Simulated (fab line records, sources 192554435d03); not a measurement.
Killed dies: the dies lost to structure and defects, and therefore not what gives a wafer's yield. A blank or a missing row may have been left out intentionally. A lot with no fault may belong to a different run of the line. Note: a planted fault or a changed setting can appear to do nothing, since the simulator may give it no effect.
fab line records	flow n5Finfet
[record] lots = 9	wafers = 27	lastDay = 18
route steps=1938 shown BEOL_M4@1111 TV_OPEN@1887 PASSIVATION@1905 END@1938
lots that met no fault: from a run of the same line without faults
startH: start of the lot's first displayed wafer, in hours after the record's first day	waitH: time in hours since the lot's previous step	" repeats the value in the row above	L1.1+2: a row that stands for several wafers	- no value, or no start given	* or withheld: withheld	< > ~ a bound
route shown NAME@n: names a module that has steps shown in the file, with the first one's number in the route	usual: average and standard deviation across the fault-free wafers	same: alike in all rows	chamber/n: place in a boat	sites: per-site readings	_std_site: the standard deviation of these	_edge_site: inner sites' mean taken away from outer sites' mean	radiusMm: for every site, how far away it sits from the centre of the wafer	mask NAME#n: copy n	behind: tool/chamber where the wafer was last shaped	hold: reason for holding the lot/hours on hold/outcome of the hold	device: whichever transistor did not switch (one of n, p or np)	end of line: the same wafers' tests at the end of the route	a step without rows: its recipe alone	killed: dies that structure and defects cost at the first sort, which is not the same as the wafer's yield	map: per-die view of a wafer (x killed, . not killed, _ where there is no die)
set.NAME: the setting the step ran with; set.NAME@STEP: the setting that earlier step ran with	model.NAME: the simulator's own value behind a step, which no gauge read
one table for each step of the route and one row for each wafer, over a sample of lots
services: a tool's chamber out of use, with start hour (startH, from the record's first day; less than 0 if before it), hours out, and reason
[[steps]]
[step N5_BEOL_M4_RC_MEAS_101]
[usual] DIBL_N = 36.4/1.3	DIBL_P = 36.5/1.7	IOFF_N = 0.154/0.022	IOFF_P = 0.202/0.025	ION_N = 671/9.8	ION_P = 460/6.8	SS_N = 71.6/0.54	SS_P = 73.4/0.58	VT_N = 250.9/2.8	VT_P = -251.4/2.7
lot.wafer	tool	chamber	startH	waitH	DIBL_N[mV/V]	DIBL_P[mV/V]	IOFF_N[nA/um]	IOFF_P[nA/um]	ION_N[uA/um]	ION_P[uA/um]	SS_N[mV/dec]	SS_P[mV/dec]	VT_N[mV]	VT_P[mV]
L370.1	prober-01	0	167.88	0.0	39.0	37.2	0.176	0.213	686	469	73.3	74.2	247.0	-251.2
L370.2	"	0	"	"	39.4	37.7	0.183	0.222	683	461	72.5	74.1	247.6	-249.5
L370.6	"	0	"	"	40.5	39.9	0.224	0.259	697	477	72.8	74.2	244.5	-250.8
L373.2	prober-02	0	182.20	0.2	39.3	38.5	0.174	0.185	669	447	72.4	74.5	252.2	-256.8
L373.5	"	0	"	"	36.8	36.2	0.132	0.155	662	446	71.7	72.9	253.1	-256.9
L373.6	"	0	"	"	35.7	34.4	0.116	0.142	657	444	71.4	73.5	258.6	-256.9
L377.1	prober-02	0	220.06	0.0	35.0	35.0	0.147	0.186	666	460	71.6	73.4	252.3	-252.5
L377.3	"	0	"	"	35.8	36.2	0.169	0.206	679	465	71.2	73.2	249.0	-253.1
L377.5	"	0	"	"	35.1	34.2	0.147	0.174	666	449	71.5	73.8	252.8	-252.6
L378.1	prober-02	0	222.66	0.0	36.6	37.3	0.159	0.232	669	466	71.8	74.1	250.7	-248.4
L378.4	"	0	"	"	35.6	35.2	0.135	0.194	664	461	71.9	73.4	253.0	-250.1
L378.5	"	0	"	"	35.2	35.7	0.135	0.200	669	471	70.7	73.5	251.4	-249.6
L382.1	prober-01	0	230.23	0.0	35.9	38.8	0.157	0.192	673	458	71.7	73.6	249.1	-254.4
L382.2	"	0	"	"	35.8	39.1	0.153	0.191	665	458	71.6	73.8	251.6	-251.8
L382.3	"	0	"	"	35.6	38.8	0.147	0.182	672	452	71.8	73.1	252.3	-254.5
L383.1	prober-02	0	230.72	0.0	36.2	36.7	0.164	0.205	681	464	71.7	72.6	250.9	-250.8
L383.3	"	0	"	"	35.1	35.4	0.143	0.187	671	459	71.8	72.5	252.5	-251.6
L383.5	"	0	"	"	34.2	33.9	0.132	0.176	671	458	71.3	72.5	251.3	-253.4
L387.2	prober-01	0	268.42	0.2	34.8	34.5	0.125	0.172	655	449	71.9	72.9	256.1	-255.7
L387.4	"	0	"	"	35.5	35.5	0.136	0.194	660	458	71.4	73.9	254.0	-254.8
L387.5	"	0	"	"	36.8	36.3	0.145	0.209	659	458	71.2	73.0	250.3	-253.4
L391.3	prober-02	0	287.61	0.3	38.7	40.7	0.203	0.250	671	462	73.0	74.1	248.8	-248.9
L391.4	"	0	"	"	37.7	40.3	0.184	0.238	675	457	72.1	74.4	249.9	-249.7
L391.5	"	0	"	"	38.3	41.4	0.213	0.267	679	461	72.4	73.9	248.1	-247.8
L392.3	prober-01	0	310.98	0.3	34.7	34.7	0.130	0.191	662	459	71.6	72.5	253.3	-251.2
L392.4	"	0	"	"	35.0	35.3	0.134	0.199	679	466	70.6	72.7	251.0	-248.1
L392.5	"	0	"	"	35.2	36.0	0.145	0.215	672	464	71.2	72.4	250.8	-249.1
[step N5_PASSIVATION_PASS_ETCH_74]
[recipe] chemistry = CF4/O2	target = SiNx	targetDepthA = 2200	timeS = 110	ionEnergyEv = 100	pressureMtorr = 40	sourceW = 535	biasW = 49	Ar_flow_sccm = 100	cf4FlowSccm = 100	O2_flow_sccm = 10
[usual] drypumpMotorCurrentA = 5.7/0.42	oesProductAu = 0.83/0.068	rfVppV = 241.9/2.6	showerheadPlenumPTorr = 2.23/0.077	throttleValvePct = 15.90/0.17
lot.wafer	tool	chamber	startH	waitH	drypumpMotorCurrentA	oesProductAu	rfHoursCounterH	rfVppV	showerheadPlenumPTorr	throttleValvePct
L370.1	rieDiel-04	3	260.95	0.0	6.5	0.70	226	238.3	2.10	16.13
L370.2	"	0	"	"	5.8	0.97	1	246.7	2.26	15.80
L370.6	"	3	"	"	6.5	0.71	-	238.4	2.10	16.15
L373.2	rieDiel-04	3	275.37	0.0	6.5	0.70	232	237.6	2.10	16.13
L373.5	"	3	"	"	6.5	0.70	-	237.7	2.10	16.15
L373.6	"	1	"	"	5.7	0.80	-	242.4	2.14	15.73
L378.1	rieDiel-01	3	322.61	0.0	5.4	0.82	97	243.9	2.22	15.98
L378.4	"	0	"	"	5.1	0.80	-	241.9	2.31	15.98
L378.5	"	3	"	"	5.4	0.82	-	244.3	2.22	15.99
L383.1	rieDiel-04	3	322.63	0.0	6.5	0.69	249	239.5	2.09	16.17
L383.3	"	2	"	"	5.8	0.93	15	239.0	2.25	15.84
L383.5	"	2	"	"	5.7	0.92	-	239.8	2.25	15.80
L377.1	rieDiel-03	1	329.45	0.0	5.9	0.82	88	240.5	2.23	15.96
L377.3	"	3	"	"	4.7	0.81	95	241.8	2.13	16.19
L377.5	"	1	"	"	5.9	0.82	-	239.3	2.23	15.94
L382.1	rieDiel-04	1	337.38	0.0	5.7	0.78	119	242.5	2.13	15.76
L382.2	"	0	"	"	5.8	0.87	30	246.6	2.25	15.87
L382.3	"	2	"	"	5.7	0.92	20	238.7	2.25	15.83
L387.2	rieDiel-03	2	375.39	0.0	5.4	0.77	142	239.9	2.29	16.32
L387.4	"	0	"	"	5.3	0.86	40	241.0	2.34	15.94
L387.5	"	1	"	"	5.9	0.79	-	238.4	2.22	15.98
L391.3	rieDiel-04	1	385.22	0.0	5.7	0.76	136	243.3	2.13	15.80
L391.4	"	1	"	"	5.7	0.76	-	242.4	2.13	15.79
L391.5	"	3	"	"	6.5	0.95	-	241.2	2.35	15.71
L392.3	rieDiel-01	1	414.57	0.0	6.0	0.77	105	244.8	2.31	15.65
L392.4	"	3	"	"	5.4	0.79	-	242.4	2.21	16.04
L392.5	"	0	"	"	5.1	0.77	-	240.7	2.30	16.03
[step N5_PASSIVATION_CD_MEAS_30]
[recipe] targetCdNm = 4000	landingEnergyEv = 500	detector = seInlens	polarity = opening
[usual] cdNm = 3999.7/1.3
lot.wafer	tool	chamber	startH	waitH	cdNm
L370.1	cdSem-01	0	262.25	-	4000.7
L370.2	"	0	"	"	3999.4
L370.6	"	0	"	"	4002.3
L373.2	cdSem-02	0	277.08	-	4000.7
L373.5	"	0	"	"	4000.7
L373.6	"	0	"	"	3998.9
L378.1	cdSem-03	0	324.49	-	3997.4
L378.4	"	0	"	"	3999.8
L378.5	"	0	"	"	3999.7
L383.1	cdSem-01	0	324.70	-	3999.8
L383.3	"	0	"	"	3999.8
L383.5	"	0	"	"	4000.6
L377.1	cdSem-01	0	331.34	-	3999.3
L377.3	"	0	"	"	4000.7
L377.5	"	0	"	"	3999.0
L382.1	cdSem-02	0	338.54	-	4002.1
L382.2	"	0	"	"	4001.9
L382.3	"	0	"	"	4003.0
L387.2	cdSem-01	0	377.36	-	4000.0
L387.4	"	0	"	"	3999.8
L387.5	"	0	"	"	4000.3
L391.3	cdSem-03	0	386.38	-	4000.3
L391.4	"	0	"	"	4001.1
L391.5	"	0	"	"	3999.3
L392.3	cdSem-03	0	416.99	-	4000.6
L392.4	"	0	"	"	4002.2
L392.5	"	0	"	"	3999.6
[step N5_PASSIVATION_ETCH_54]
[recipe] chemistry = CHF3/O2	target = SiO2	targetDepthA = 8800	CHF3_flow_sccm = 50	O2_flow_sccm = 5	Ar_flow_sccm = 200	timeS = 440	maskMaterial = PR	pressureMtorr = 30	sourceW = 650	biasW = 170	ionEnergyEv = 200
[usual] drypumpMotorCurrentA = 5.8/0.36	oesProductAu = 0.80/0.08	rfVppV = 523/4.5	showerheadPlenumPTorr = 2.37/0.076	throttleValvePct = 18.81/0.23
lot.wafer	tool	chamber	startH	waitH	drypumpMotorCurrentA	oesProductAu	rfHoursCounterH	rfVppV	showerheadPlenumPTorr	throttleValvePct
L370.1	rieDiel-05	1	265.01	0.1	5.1	0.87	55	526	2.35	18.63
L370.2	"	0	"	"	5.6	0.81	87	520	2.33	18.66
L370.6	"	2	"	"	6.2	0.87	-	521	2.45	18.84
L373.2	rieDiel-05	2	279.29	0.1	6.2	0.85	45	521	2.45	18.84
L373.5	"	0	"	"	5.6	0.81	-	520	2.33	18.67
L373.6	"	2	"	"	6.2	0.86	-	519	2.45	18.86
L378.1	rieDiel-05	0	326.87	0.1	5.7	0.79	111	518	2.32	18.71
L378.4	"	3	"	"	5.7	0.93	16	516	2.37	18.59
L378.5	"	2	"	"	6.2	0.83	-	521	2.44	18.87
L383.1	rieDiel-06	2	327.33	0.1	5.9	0.85	65	522	2.35	18.47
L383.3	"	1	"	"	6.0	0.70	218	527	2.38	19.06
L383.5	"	0	"	"	5.8	0.85	-	529	2.34	18.72
L377.1	rieDiel-02	0	333.71	0.1	5.9	0.95	6	529	2.56	18.57
L377.3	"	1	"	"	5.0	0.69	241	519	2.29	18.89
L377.5	"	0	"	"	5.9	0.95	-	527	2.56	18.57
L382.1	rieDiel-05	3	340.88	0.1	5.8	0.91	22	515	2.37	18.60
L382.2	"	2	"	"	6.2	0.83	68	520	2.44	18.88
L382.3	"	0	"	"	5.7	0.78	117	521	2.32	18.71
L387.2	rieDiel-05	3	379.46	0.1	5.7	0.89	36	517	2.36	18.62
L387.4	"	0	"	"	5.6	0.77	132	520	2.31	18.72
L387.5	"	0	"	"	5.7	0.77	-	520	2.31	18.75
L391.3	rieDiel-05	3	389.12	0.1	5.7	0.88	40	516	2.36	18.63
L391.4	"	0	"	"	5.7	0.77	136	521	2.31	18.75
L391.5	"	1	"	"	5.1	0.82	-	527	2.34	18.69
L392.3	rieDiel-05	1	419.99	0.1	5.1	0.82	107	523	2.33	18.71
L392.4	"	0	"	"	5.7	0.76	150	521	2.31	18.76
L392.5	"	3	"	"	5.7	0.86	-	516	2.36	18.65
[step N5_PASSIVATION_PROBE_49]
[usual] defectLimitedYield = 91.1/1.3	killed_at_M0_to_M3 = 34/10	killed_at_M4_up = 14/5.7	killedAtContacts = 12/5.9	killedAtFrontEnd = 41/12	killedAtOther = 4/3.1	killedDies = 105/15	killedOnRim = 14/4.2	killedOpen = 69/11	killedShort = 35/7.8	sort_bin_5_function = 5.3/0.81	sort_bin_6_memory = 3.3/0.75	sortNPass = 1075/15	sortYieldPct = 91.1/1.3
[same] grossDies = 1180	killedAtBackSide = 0	sort_bin_4_leakage[%] = 0	sort_bin_8_speed[%] = 0
lot.wafer	tool	chamber	startH	waitH	defectLimitedYield[%]	killed_at_M0_to_M3	killed_at_M4_up	killedAtContacts	killedAtFrontEnd	killedAtOther	killedDies	killedOnRim	killedOpen	killedShort	sort_bin_5_function[%]	sort_bin_6_memory[%]	sortNPass	sortYieldPct[%]
L383.1	prober-02	-	330.19	0.0	89.9	31	18	6	55	9	119	14	72	45	5.5	4.2	1061	89.9
L383.3	prober-02	-	330.29	0.1	86.2	65	15	6	71	6	163	21	111	48	6.9	6.1	1017	86.2
L383.5	prober-02	-	330.39	0.2	89.2	46	8	7	65	2	128	9	86	41	5.9	4.6	1052	89.2
L382.1	prober-02	-	343.66	0.0	91.0	25	21	12	42	6	106	9	66	39	5.0	3.6	1074	91.0
L382.2	prober-02	-	343.71	0.1	89.7	37	19	9	52	4	121	17	81	40	6.3	3.7	1059	89.7
L382.3	prober-02	-	343.76	0.1	89.4	27	10	15	63	10	125	20	82	41	5.7	4.5	1055	89.4
L391.3	prober-01	-	392.00	0.1	90.8	29	19	9	44	7	108	15	70	37	5.3	3.6	1072	90.8
L391.4	prober-01	-	392.05	0.2	0	36	23	10	28	1083	1180	152	69	34	96.9	3.0	0	0
L391.5	prober-01	-	392.10	0.2	92.5	12	19	11	36	10	88	11	57	30	4.7	2.5	1092	92.5
L392.3	prober-01	-	423.49	0.7	92.1	42	12	7	29	3	93	11	59	34	4.3	3.3	1087	92.1
L392.4	prober-01	-	423.54	0.8	0	37	4	14	33	1092	1180	152	66	27	97.5	2.5	0	0
L392.5	prober-01	-	423.59	0.8	89.7	44	10	22	42	4	122	19	85	37	5.9	4.0	1058	89.7
// killed by level:class
L383.1 FIN_SAQP:geometricParticle:short=15 STI_FIN_REVEAL:geometricParticle:open=13 BEOL_M0_SAQP:geometricParticle:short=8 BEOL_M2:geometricParticle:open=8 FIN_SAQP:geometricParticle:open=6 BEOL_M3:geometricParticle:open=6 DUMMY_GATE:geometricParticle:open=5 MOL_CONTACT_COAG:geometricParticle:open=5
L383.3 BEOL_M0_SAQP:geometricParticle:open=17 FIN_SAQP:geometricParticle:short=15 STI_FIN_REVEAL:geometricParticle:open=15 BEOL_M0_SAQP:geometricParticle:short=13 FIN_SAQP:geometricParticle:open=11 DUMMY_GATE:geometricParticle:open=11 BEOL_M1:geometricParticle:open=11 BEOL_M2:geometricParticle:open=8
L383.5 STI_FIN_REVEAL:geometricParticle:open=25 FIN_SAQP:geometricParticle:short=10 BEOL_M0_SAQP:geometricParticle:open=8 BEOL_M0_SAQP:geometricParticle:short=8 BEOL_M1:geometricParticle:open=8 FIN_SAQP:geometricParticle:open=6 STARTING-WAFER:geometricParticle:open=6 BEOL_M3:geometricParticle:open=6
L382.1 BEOL_M4:geometricParticle:open=12 MOL_CONTACT_COAG:geometricParticle:open=10 FIN_SAQP:geometricParticle:short=8 FIN_SAQP:geometricParticle:open=7 BEOL_M0_SAQP:geometricParticle:open=6 STI_FIN_REVEAL:geometricParticle:open=5 ILD0:geometricParticle:short=5 BEOL_M1:geometricParticle:open=5
L382.2 FIN_SAQP:geometricParticle:short=12 STI_FIN_REVEAL:geometricParticle:open=12 FIN_SAQP:geometricParticle:open=11 BEOL_M4:geometricParticle:open=11 BEOL_M0_SAQP:geometricParticle:open=10 BEOL_M2:geometricParticle:open=8 BEOL_M0_SAQP:geometricParticle:short=8 MOL_CONTACT_COAG:geometricParticle:open=7
L382.3 STI_FIN_REVEAL:geometricParticle:open=16 MOL_CONTACT_COAG:geometricParticle:open=12 FIN_SAQP:geometricParticle:open=10 GATE_CUT:geometricParticle:short=8 BEOL_M4:geometricParticle:open=8 BEOL_M0_SAQP:geometricParticle:short=7 STARTING-WAFER:geometricParticle:open=7 BEOL_M2:geometricParticle:open=6
L391.3 FIN_SAQP:geometricParticle:open=12 BEOL_M0_SAQP:geometricParticle:short=10 FIN_SAQP:geometricParticle:short=9 BEOL_M2:geometricParticle:open=9 BEOL_M0_SAQP:geometricParticle:open=8 MOL_CONTACT_COAG:geometricParticle:open=7 BEOL_M4:geometricParticle:open=6 STI_FIN_REVEAL:geometricParticle:open=4
L391.4 PASSIVATION:areaEtch=1075 BEOL_M0_SAQP:geometricParticle:open=14 BEOL_M0_SAQP:geometricParticle:short=8 BEOL_M4:geometricParticle:open=8 MOL_CONTACT_COAG:geometricParticle:open=7 BEOL_M1:geometricParticle:open=6 BEOL_M3:geometricParticle:open=5 FIN_SAQP:geometricParticle:open=4
L391.5 MOL_CONTACT_COAG:geometricParticle:open=9 BEOL_M4:geometricParticle:open=8 FIN_SAQP:geometricParticle:open=6 STI_FIN_REVEAL:geometricParticle:open=5 MIM_TOP_ETCH:geometricParticle:short=5 MIM_TOP_ETCH:geometricParticle:open=5 FIN_SAQP:geometricParticle:short=4 STARTING-WAFER:geometricParticle:open=4
L392.3 BEOL_M0_SAQP:geometricParticle:open=15 BEOL_M0_SAQP:geometricParticle:short=14 GATE_CUT:geometricParticle:short=5 MOL_CONTACT_COAG:geometricParticle:open=5 BEOL_M3:geometricParticle:open=5 FIN_SAQP:geometricParticle:open=4 STI_FIN_REVEAL:geometricParticle:open=4 BEOL_M0:geometricParticle:open=4
L392.4 PASSIVATION:areaEtch=1087 MOL_CONTACT_COAG:geometricParticle:open=14 BEOL_M3:geometricParticle:open=14 STI_FIN_REVEAL:geometricParticle:open=8 BEOL_M0_SAQP:geometricParticle:short=8 BEOL_M0_SAQP:geometricParticle:open=7 GATE_CUT:geometricParticle:short=5 FIN_SAQP:geometricParticle:open=4
L392.5 MOL_CONTACT_COAG:geometricParticle:open=16 STI_FIN_REVEAL:geometricParticle:open=12 BEOL_M0_SAQP:geometricParticle:open=12 FIN_SAQP:geometricParticle:open=10 BEOL_M0_SAQP:geometricParticle:short=9 BEOL_M3:geometricParticle:open=7 FIN_SAQP:geometricParticle:short=6 MOL_CONTACT_COAG:geometricParticle:short=6
[step N5_PASSIVATION_INSPECT_57]
[recipe] inspectInstrument = macro	mode = outgoing
[usual] rawDefectCount = 2.0/1.4
lot.wafer	tool	chamber	startH	waitH	rawDefectCount
L370.1	defectInspect-02	-	268.14	0.0	2
L370.2	"	-	"	"	2
L370.6	"	-	"	"	3
L373.2	defectInspect-01	-	282.44	0.0	2
L373.5	"	-	"	"	3
L373.6	"	-	"	"	2
L378.1	defectInspect-02	-	330.00	0.0	2
L378.4	"	-	"	"	3
L378.5	"	-	"	"	2
L383.1	defectInspect-01	-	330.54	0.0	2
L383.3	"	-	"	"	0
L383.5	"	-	"	"	6
L377.1	defectInspect-02	-	336.85	0.0	2
L377.3	"	-	"	"	2
L377.5	"	-	"	"	2
L382.1	defectInspect-02	-	344.01	0.0	5
L382.2	"	-	"	"	2
L382.3	"	-	"	"	2
L387.2	defectInspect-02	-	383.00	0.0	4
L387.4	"	-	"	"	1
L387.5	"	-	"	"	1
L391.3	defectInspect-02	-	392.26	0.0	2
L391.5	"	-	"	"	1
L392.3	defectInspect-02	-	423.75	0.0	2
L392.5	"	-	"	"	0
[[services]]
tool	chamber	startH	hours	kind
rieDiel-02	-	243.77	0.4	repair
rieDiel-05	0	246.43	14.1	repair
rieDiel-04	1	246.44	6.6	repair
rieDiel-04	2	248.61	3.7	repair
rieDiel-06	1	249.84	9.5	repair
rieDiel-01	0	269.66	2.1	repair
rieDiel-06	0	274.73	1.6	repair
rieDiel-01	0	275.75	4.7	repair
rieDiel-06	0	276.83	7.2	repair
rieDiel-03	3	282.13	10.9	repair
rieDiel-02	0	286.55	12.4	repair
rieDiel-03	-	298.97	15.6	pm
rieDiel-02	-	320.74	3.6	repair
rieDiel-01	2	321.53	13.2	repair
rieDiel-04	1	326.25	8.7	repair
rieDiel-04	3	329.91	4.1	repair
rieDiel-04	2	347.19	1.6	repair
rieDiel-05	2	366.19	1.2	repair
rieDiel-03	-	367.22	0.3	repair
rieDiel-04	2	381.90	8.8	repair
rieDiel-05	1	392.31	7.0	repair
rieDiel-03	-	393.47	0.4	repair
rieDiel-05	1	399.46	6.0	repair
rieDiel-01	2	411.46	7.8	repair
[[key]]
[firstSign] step = N5_PASSIVATION_PROBE_49	reading = killedAtOther	direction = up	sigmas = 99+	usual = 4	struck = 1088
[effect] step = N5_PASSIVATION_PROBE_49	reading = sort_bin_5_function	direction = up	sigmas = 99+	usual = 5.3	struck = 97.2
[moreKillsBornAt] N5_PASSIVATION_ETCH_54@rieDiel-05 = 2162
metAt N5_PASSIVATION_ETCH_54
struckLots L391,L392
struckWafers L391.4,L392.4
laterRowsLeftOut L391.4,L392.4
notActingAt N5_PASSIVATION_PASS_ETCH_74,N5_PASSIVATION_CD_MEAS_30,N5_PASSIVATION_INSPECT_57
onsetBetween 379.46 389.12
[fault] kind = processParameterDrift	tool = rieDiel-05	chamber = -	onsetH = 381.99	steps = N5_PASSIVATION_ETCH_54	channel = timeS	offset = *	shape = step	endH = 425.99	scope = struckWafersOnly	actsIn = *	stated = *
// laterRowsLeftOut: the simulator's readings of these wafers behind a module that went badly wrong aren't trusted and aren't shown, but for the sort
